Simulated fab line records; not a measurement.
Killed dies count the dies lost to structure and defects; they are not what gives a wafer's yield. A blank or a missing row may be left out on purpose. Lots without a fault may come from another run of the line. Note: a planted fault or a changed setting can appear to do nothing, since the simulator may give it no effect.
A single fault, viewed from 2 desks    flow n5Finfet    each desk has only its own numbers; what lay behind them comes last

## TOOL OWNER'S DESK, rieSi-02
The tool's own readings at N5_SD_EPI_P_SD_RECESS_17 (chemistry HBr/Cl2/O2, target depth 39.1 nm, bt time 3 s): means of the sampled wafers that have a number, for each lot that ran on this tool. A lot is out of limits, marked OUT, if its mean lies more than 4 standard deviations from the usual mean; the brackets give that distance.
Columns: A = biasW at N5_SD_EPI_P_SD_RECESS_17, usual 112.0 W; B = drypumpMotorCurrentA at N5_SD_EPI_P_SD_RECESS_17, usual 5.8 A; C = oesProductAu at N5_SD_EPI_P_SD_RECESS_17, usual 1.006 a.u.; D = throttleValvePct at N5_SD_EPI_P_SD_RECESS_17, usual 37.1 %
lot   first seen here  A      B    C      D
L633  day 5 21:43      112.0  6.2  1.009  36.7
L638  day 7 00:17      112.3  5.9  1.005  37.0
This desk's verdict: no lot among the 2 shows anything out of limits.

## METROLOGY DESK
Lot by lot, what the gauges showed, no matter which tool ran the lot: averages of those sampled wafers that carry a number. A lot is out of limits, marked OUT, if its mean lies more than 4 standard deviations from the usual mean; the brackets give that distance. Of its 14 readings 7 are shown: the one that was out of limits first, and those that lie furthest out on some lot.
Columns: A = CJ_P at N5_BEOL_M4_RC_MEAS_101, usual 5.74; B = DIBL_P at N5_BEOL_M4_RC_MEAS_101, usual 36.0 mV/V; C = IOFF_P at N5_BEOL_M4_RC_MEAS_101, usual 0.21 nA/um; D = IOFF_P_85C at N5_BEOL_M4_RC_MEAS_101, usual 3.6 nA/um; E = IOFF_P_LIN at N5_BEOL_M4_RC_MEAS_101, usual 0.098 nA/um; F = SS_P at N5_BEOL_M4_RC_MEAS_101, usual 73.2 mV/dec; G = VT_P at N5_BEOL_M4_RC_MEAS_101, usual -251 mV
lot   first seen here  A     B                C               D               E                 F               G
L630  day 9 18:23      5.72  34.6             0.19            3.3             0.092             73.1            -250
L633  day 10 11:23     5.81  35.2             0.16            3.0             0.081             72.5            -256
L638  day 11 13:14     5.36  52.0 (+8.4) OUT  3.77 (+99) OUT  35.6 (+63) OUT  0.204 (+7.6) OUT  86.4 (+21) OUT  -242
This desk's finding: out of limits on L638; first on L638, day 11 13:14 (DIBL_P at N5_BEOL_M4_RC_MEAS_101). L630, L633 stayed within limits.

## BROUGHT TOGETHER
L638 would have let the metrology desk raise an alarm at day 11 13:14.
The desk of the tool owner found nothing out of limits.
Tool owner's desk: L638 on record, inside its limits.
N5_SD_EPI_P_SD_RECESS_17 was run on rieSi-02 by each of the lots named.

## WHAT WAS PUT IN BY THE SIMULATOR
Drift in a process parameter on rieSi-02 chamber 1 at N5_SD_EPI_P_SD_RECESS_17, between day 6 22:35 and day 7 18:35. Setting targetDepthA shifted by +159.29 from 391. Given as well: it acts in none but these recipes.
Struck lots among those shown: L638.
Per desk, hours elapsed from the start of the fault to the first reading out of limits: for the metrology desk, 111.
